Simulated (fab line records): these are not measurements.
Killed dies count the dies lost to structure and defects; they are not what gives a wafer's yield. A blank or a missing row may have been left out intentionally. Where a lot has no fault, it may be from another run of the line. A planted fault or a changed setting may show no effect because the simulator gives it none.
A struck lot beside a sound one ; flow nandHarc ; 14 out of 1159 route steps
Sound: wafers L308.2, L308.4, L308.6. Wafers L319.2, L319.5, L319.6 were the ones struck. The cause is given at the end.
Order at every step that has rows: each side's tool, ch and its chambers, its first start. Under that, the readings that differ: sound wafers ; struck wafers ; difference of the means ; sigmas: that difference in standard deviations of wafers without a fault.
alike: a reading whose means differ by less than 2 such deviations, as well as words and numbers matching on both sides. not compared: withheld readings; readings where some wafer has no value; bounds like >300 that might hide an equal value; numbers whose values overlap and for which the record gives no deviation.
Wherever a step has rows on one side only, a row that says differs or no value, or a row with sigmas, the two part there. Numbers that don't overlap but have no deviation are shown without sigmas and don't part them. A reading that every wafer of one side lacks parts them only if that side has two wafers or more.

NHARC_A_M1_PRE_CLEAN_30: time 30 s.
  sound on pvdSputter-03; struck on pvdSputter-03
  alike: heaterPowerW
then, 1 step without rows for these wafers: NHARC_A_M1_PVD_20 (deposits TaN, target thk 5 nm, time 8.06 s).
NHARC_A_M1_PVD_21: deposits Cu, target thk 30 nm, time 20.49 s.
  sound on pvdSputter-03; struck on pvdSputter-03
  alike: cathodeDcPowerW, throttleValvePct
then, 2 steps without rows for these wafers: NHARC_A_M1_ECD_22 (material Cu, target thk 400 nm); NHARC_A_M1_ANNEAL_31 (time 90 s).
NHARC_A_M1_CMP_23: polishes, t overpolish 20 s, target thk 154.34 nm.
  sound on cmp-02 ch 1,2, day 18 00:17; struck on cmp-02 ch 0,3, day 20 13:28
  alike: motorCurrentA, timeToEndpointS
NHARC_A_M1_THK_MEAS_24: measures by xrf.
  sound: filmMetro-02 at day 18 00:36; struck: filmMetro-02 at day 20 13:46
  alike: thkNm
then, 1 step without rows for these wafers: NHARC_A_M1_SRD_25.
NHARC_A_M1_INSPECT_27:
  sound: defectInspect-02 at day 18 00:45; struck: defectInspect-02 at day 20 13:55
  alike: rawDefectCount
then, 1 step without rows for these wafers: NHARC_A_M1_PRE_CLEAN_32 (time 12 s).
NHARC_A_M1_DEP_33: deposits SiCN, target thk 30 nm.
  sound on pecvd-02 ch 0,1,2, day 18 00:54; struck on pecvd-01 ch 0,1,2, day 20 14:10
  alike: heaterPowerW, rfFwdPowerW, showerheadVppV
NHARC_A_BONDPAD_DEP_00: deposits SiCN, target thk 250 nm.
  sound on pecvd-04 ch 0,1, day 18 01:30; struck on pecvd-04 ch 0,1,2, day 20 14:38
reading;sound;struck;difference;sigmas
rfFwdPowerW (W);452.2 450.5 447.8;270.5 269.7 267.4;-181.0;-99 or more
showerheadVppV (V);1340 1329 1393;922 1063 1025;-351;-6
  alike: heaterPowerW
NHARC_A_BONDPAD_CMP_29: polishes SiCN, target thk 200 nm.
  sound on cmp-01 ch 0,2,3, day 18 01:52; struck on cmp-03 ch 0,2,3, day 20 15:07
  alike: motorCurrentA
NHARC_END_SORT_01:
  only the struck wafers appear in the record here, on prober-01 ch 0 at day 22 05:29; the sound ones have no rows

## WHERE THEY PART
First at NHARC_A_BONDPAD_DEP_00; last, within this record, at NHARC_END_SORT_01.

WHY: the cause the simulator had injected
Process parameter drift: pecvd-04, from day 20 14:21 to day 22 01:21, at NHARC_A_BONDPAD_DEP_00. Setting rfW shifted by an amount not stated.
